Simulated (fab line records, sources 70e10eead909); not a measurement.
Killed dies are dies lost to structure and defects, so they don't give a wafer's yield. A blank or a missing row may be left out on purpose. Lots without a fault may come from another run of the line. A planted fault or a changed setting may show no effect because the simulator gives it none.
Which tool did it? | flow nand_harc | 14 lots, 42 wafers sampled, at 6 steps of a route of 1302

WHAT THE GAUGES READ, wafer by wafer
NHARC_A_SOURCE_PLATE_THK_MEAS_09: measures by ellipsometry.
lot  | measured     | on            | thk_nm (nm)
L224 | day 7 02:04  | film_metro-01 | 9.0 9.9 8.8
L225 | day 7 15:09  | film_metro-01 | 9.4 8.8 9.9
L227 | day 8 10:46  | film_metro-02 | 10.1 9.1 9.9
L228 | day 8 22:38  | film_metro-01 | 10.1 10.4 9.7
L232 | day 10 20:42 | film_metro-02 | 11.5 9.3 9.7
L233 | day 11 03:59 | film_metro-02 | 9.0 9.9 10.8
L234 | day 11 17:14 | film_metro-02 | 10.6 9.9 10.1
L236 | day 12 04:36 | film_metro-01 | 10.2 11.3 8.7
L241 | day 14 10:04 | film_metro-01 | 9.6 10.0 11.2
L242 | day 14 14:30 | film_metro-01 | 10.9 10.2 9.6
L243 | day 15 02:02 | film_metro-02 | 8.1 10.7 8.0
L245 | day 15 19:43 | film_metro-02 | 10.3 10.4 7.7
L244 | day 15 23:26 | film_metro-01 | 7.8 9.8 9.9
L246 | day 16 10:43 | film_metro-01 | 10.3 10.8 9.2

NHARC_A_ONON_D1_THK_MEAS_18: measures by ellipsometry.
lot  | measured     | on            | thk_nm (nm)
L224 | day 8 02:51  | film_metro-01 | 1018 1017 1016
L225 | day 8 18:01  | film_metro-01 | 995 993 993
L227 | day 9 10:52  | film_metro-01 | 1013 1012 1012
L228 | day 9 21:50  | film_metro-01 | 1001 1002 1002
L232 | day 11 19:50 | film_metro-01 | 1019 1020 1021
L233 | day 12 03:20 | film_metro-02 | 641 640 638
L234 | day 12 18:00 | film_metro-02 | 629 631 630
L236 | day 13 08:22 | film_metro-01 | 989 988 990
L241 | day 15 09:35 | film_metro-02 | 1004 1004 1003
L242 | day 15 13:55 | film_metro-02 | 998 998 999
L243 | day 16 05:32 | film_metro-02 | 1006 1007 1004
L245 | day 16 19:21 | film_metro-01 | 1017 1017 1018
L244 | day 16 23:13 | film_metro-01 | 1002 1005 1003
L246 | day 17 10:28 | film_metro-02 | 996 996 996

NHARC_A_ONON_D1_INSPECT_32.
lot  | measured     | on                | raw_defect_count
L224 | day 8 05:41  | defect_inspect-02 | 91 130 69
L225 | day 8 20:50  | defect_inspect-01 | 64 40 24
L227 | day 9 13:42  | defect_inspect-02 | 82 77 84
L228 | day 10 00:38 | defect_inspect-01 | 66 87 75
L232 | day 11 22:38 | defect_inspect-02 | 67 56 86
L233 | day 12 06:10 | defect_inspect-02 | 70 76 86
L234 | day 12 20:52 | defect_inspect-02 | 39 99 45
L236 | day 13 11:12 | defect_inspect-02 | 59 73 53
L241 | day 15 12:28 | defect_inspect-02 | 50 53 31
L242 | day 15 16:44 | defect_inspect-01 | 64 119 50
L243 | day 16 08:20 | defect_inspect-01 | 63 52 49
L245 | day 16 22:09 | defect_inspect-02 | 46 55 50
L244 | day 17 02:01 | defect_inspect-02 | 71 50 65
L246 | day 17 13:17 | defect_inspect-02 | 55 62 54

NHARC_END_SORT_01.
lot  | measured     | on        | killed_at_array | killed_at_other | killed_at_periphery | killed_dies | killed_open | killed_short
L233 | day 28 06:49 | prober-02 | 668 670 670     | 3 2 2           | 6 5 5               | 677 677 677 | 3 4 3       | 2 1 2
L234 | day 29 00:11 | prober-02 | 669 670 673     | 1 0 0           | 7 7 4               | 677 677 677 | 3 2 4       | 2 1 2

WHICH TOOL RAN EACH LOT (tool, then ch and the chambers of the sampled wafers, then the start)
lot  | NHARC_P_BONDPAD_ANNEAL_28        | NHARC_A_ONON_D1_DEP_16
L224 | rtp_anneal-02 ch 0, day 6 13:44  | pecvd_onon-03 ch 0, day 8 02:24
L225 | rtp_anneal-02 ch 0, day 7 02:49  | pecvd_onon-03 ch 0, day 8 17:34
L227 | rtp_anneal-01 ch 0, day 7 22:26  | pecvd_onon-03 ch 0, day 9 10:24
L228 | rtp_anneal-02 ch 0, day 8 11:43  | pecvd_onon-03 ch 0, day 9 21:23
L232 | rtp_anneal-02 ch 0, day 10 06:50 | pecvd_onon-04 ch 0, day 11 19:23
L233 | rtp_anneal-01 ch 0, day 10 16:56 | pecvd_onon-03 ch 0, day 12 02:50
L234 | rtp_anneal-01 ch 0, day 11 09:07 | pecvd_onon-03 ch 0, day 12 17:40
L236 | rtp_anneal-01 ch 0, day 11 17:50 | pecvd_onon-04 ch 0, day 13 07:55
L241 | rtp_anneal-02 ch 0, day 13 22:23 | pecvd_onon-02 ch 0, day 15 09:08
L242 | rtp_anneal-02 ch 0, day 14 03:12 | pecvd_onon-03 ch 0, day 15 13:24
L243 | rtp_anneal-01 ch 0, day 14 13:59 | pecvd_onon-03 ch 0, day 16 05:05
L245 | rtp_anneal-01 ch 0, day 15 08:51 | pecvd_onon-03 ch 0, day 16 18:50
L244 | rtp_anneal-02 ch 0, day 15 12:11 | pecvd_onon-03 ch 0, day 16 22:42
L246 | rtp_anneal-02 ch 0, day 15 23:30 | pecvd_onon-03 ch 0, day 17 09:57
- NHARC_P_BONDPAD_ANNEAL_28: time 90 s.
- NHARC_A_ONON_D1_DEP_16: target thk 1000 nm.

WHAT THE TOOLS THEMSELVES READ (means of the sampled wafers that have a number; where no wafer has one, the mark that the record gives instead)
NHARC_P_BONDPAD_ANNEAL_28.
lot  | tool          | wafer_temp_C_max
L224 | rtp_anneal-02 | 226.8
L225 | rtp_anneal-02 | 226.5
L227 | rtp_anneal-01 | 226.0
L228 | rtp_anneal-02 | 226.3
L232 | rtp_anneal-02 | 226.5
L233 | rtp_anneal-01 | 225.9
L234 | rtp_anneal-01 | 226.1
L236 | rtp_anneal-01 | 226.1
L241 | rtp_anneal-02 | 226.8
L242 | rtp_anneal-02 | 227.0
L243 | rtp_anneal-01 | 225.9
L245 | rtp_anneal-01 | 226.4
L244 | rtp_anneal-02 | 226.4
L246 | rtp_anneal-02 | 226.3

NHARC_A_ONON_D1_DEP_16.
lot  | tool          | n2_flow_sccm (sccm)
L224 | pecvd_onon-03 | 2755
L225 | pecvd_onon-03 | 2757
L227 | pecvd_onon-03 | 2751
L228 | pecvd_onon-03 | 2747
L232 | pecvd_onon-04 | 2746
L233 | pecvd_onon-03 | 2744
L234 | pecvd_onon-03 | 2755
L236 | pecvd_onon-04 | 2752
L241 | pecvd_onon-02 | 2744
L242 | pecvd_onon-03 | 2760
L243 | pecvd_onon-03 | 2760
L245 | pecvd_onon-03 | 2742
L244 | pecvd_onon-03 | 2745
L246 | pecvd_onon-03 | 2756

THE ANSWER, worked out from the rows above alone
Rule: what is usual is taken from the lots themselves. Put in order of their means at a reading, lots are off if they are a third of the lots or fewer, leave a main group of 4 or more, and stand apart from it by a gap of 3 or more times the standard deviation of the main group's means; of several such gaps the widest counts. A main group whose means are all the same, to the digits that the tables above print for the reading, isn't used. A lot without any number at a reading at which 4 lots or more have one is off too. The other lots that the step has rows for count as sound. The gauges are gone through in route order, then the tools' own readings, and for those a lot's mean is taken as printed above. The first step at which some lot is off is used, and at that step the reading that is off furthest; a lot without a number counts as furthest.
Off: L233, L234, at NHARC_A_ONON_D1_THK_MEAS_18 (thk_nm). The main group: mean 1005 nm, standard deviation 9.6.
A tool fits if, at a process step before that reading, it ran every lot that is off, and no sound lot after the first of them. The gauges at NHARC_A_ONON_D1_THK_MEAS_18 are tried like those tools. None of those tried fits.

WHAT THE SIMULATOR HAD PUT IN
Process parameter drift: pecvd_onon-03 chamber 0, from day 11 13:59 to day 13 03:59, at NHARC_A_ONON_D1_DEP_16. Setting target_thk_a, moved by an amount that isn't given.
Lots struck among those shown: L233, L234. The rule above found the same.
